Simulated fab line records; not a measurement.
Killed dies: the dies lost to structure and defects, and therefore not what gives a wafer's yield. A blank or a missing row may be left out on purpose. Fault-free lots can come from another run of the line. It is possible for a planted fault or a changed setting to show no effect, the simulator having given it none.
Chamber matching | flow nand_harc | 3 sister chambers for NHARC_A_CHANNEL_HOLE_D2_DEP_01 on pecvd-04
The step deposits SiON, target thk 140 nm. 6 wafers are shown with their chamber, then 10 later ones without.

== EACH WAFER AND ITS CHAMBER ==
wafer  | chamber | heater_power_w (W) | rf_fwd_power_W (W)
L084.1 | 1       | 738                | 346.7
L084.4 | 1       | 761                | 347.2
L088.4 | 2       | 839                | 348.3
L088.5 | 0       | 639                | 348.0
L092.1 | 2       | 831                | 348.7
L092.2 | 0       | 709                | 348.5

== WAFERS WITH NO CHAMBER GIVEN ==
wafer  | heater_power_w (W) | rf_fwd_power_W (W)
L092.5 | 836                | 349.6
L093.2 | 830                | 349.3
L093.5 | 746                | 347.7
L093.6 | 851                | 349.1
L094.1 | 846                | 346.3
L094.2 | 747                | 349.9
L094.6 | 799                | 348.3
L095.2 | 819                | 348.2
L095.3 | 795                | 348.8
L095.6 | 785                | 348.4

== WHICH CHAMBER EACH ONE RAN IN ==
wafer  | from the rows above          | in truth
L092.5 | 2                            | 2
L093.2 | 2                            | 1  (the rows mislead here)
L093.5 | can't be placed: 1 or 0 or 2 | 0
L093.6 | 2                            | 2
L094.1 | 1                            | 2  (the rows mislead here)
L094.2 | can't be placed: 2 or 0      | 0
L094.6 | 2                            | 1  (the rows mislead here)
L095.2 | 2                            | 2
L095.3 | 2                            | 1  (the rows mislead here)
L095.6 | 2                            | 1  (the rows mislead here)
Placed correctly: 3 of 10. Not placeable from these rows: 2 (in 2, the candidates include the true chamber). Number placed wrongly: 5.
How it was worked out, from the rows above alone: a wafer's distance from a chamber is the root of the sum, over the readings, of the square of ((its reading less the chamber's mean) divided by the reading's scatter). The wafer belongs to the nearest chamber; if the next one is less than 2 further off, it can't be placed. For every chamber, the mean is computed from those of its wafers that are shown. The scatter is the square root of a quotient: the sum, over the shown wafers, of each reading's squared deviation from its chamber's mean, divided by wafers minus chambers.
